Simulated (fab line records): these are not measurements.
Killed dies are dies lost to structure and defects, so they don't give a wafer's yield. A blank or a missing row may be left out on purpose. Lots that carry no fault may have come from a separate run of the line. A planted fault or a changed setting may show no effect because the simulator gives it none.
Matching of chambers	flow nand_harc	rie_diel-13 running NHARC_A_STAIRCASE_DESCUM_312: 4 sister chambers
The step chemistry O2, time 3 s. 8 wafers are shown with their chamber, then 8 later ones without.

WAFERS, EACH WITH ITS CHAMBER
wafer	chamber	drypump_motor_current_A (A)	showerhead_plenum_p_Torr (Torr)
L082.3	2	6.19	1.76
L082.5	1	5.62	1.79
L084.1	3	5.45	1.83
L084.5	0	5.73	1.88
L086.4	0	5.74	1.88
L086.5	3	5.44	1.83
L086.6	2	6.17	1.76
L092.3	1	5.61	1.78

WAFERS WITH NO CHAMBER GIVEN
wafer	drypump_motor_current_A (A)	showerhead_plenum_p_Torr (Torr)
L092.4	5.43	1.82
L092.6	6.18	2.07
L094.1	5.43	1.82
L094.3	6.19	2.07
L094.4	5.74	1.87
L097.2	5.69	1.86
L097.4	5.65	1.78
L097.5	6.18	2.07

CHAMBER TAKEN BY EACH
wafer	from the rows above	in truth
L092.4	3	3
L092.6	0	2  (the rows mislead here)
L094.1	3	3
L094.3	0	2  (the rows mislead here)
L094.4	0	0
L097.2	0	0
L097.4	1	1
L097.5	0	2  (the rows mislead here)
Placed correctly: 5 of 8. Number that these rows cannot place: 0. Wrongly placed: 3.
How it was worked out, from the rows above alone: a wafer's distance from a chamber is the root of the sum, over the readings, of the square of ((its reading less the chamber's mean) divided by the reading's scatter). The wafer belongs to the nearest chamber; if the next one is less than 2 further off, it can't be placed. For every chamber, the mean is computed from those of its wafers that are shown. The scatter: take each reading less its chamber's mean, square it, sum over the shown wafers, divide by the number of wafers less the number of chambers, and take the root.
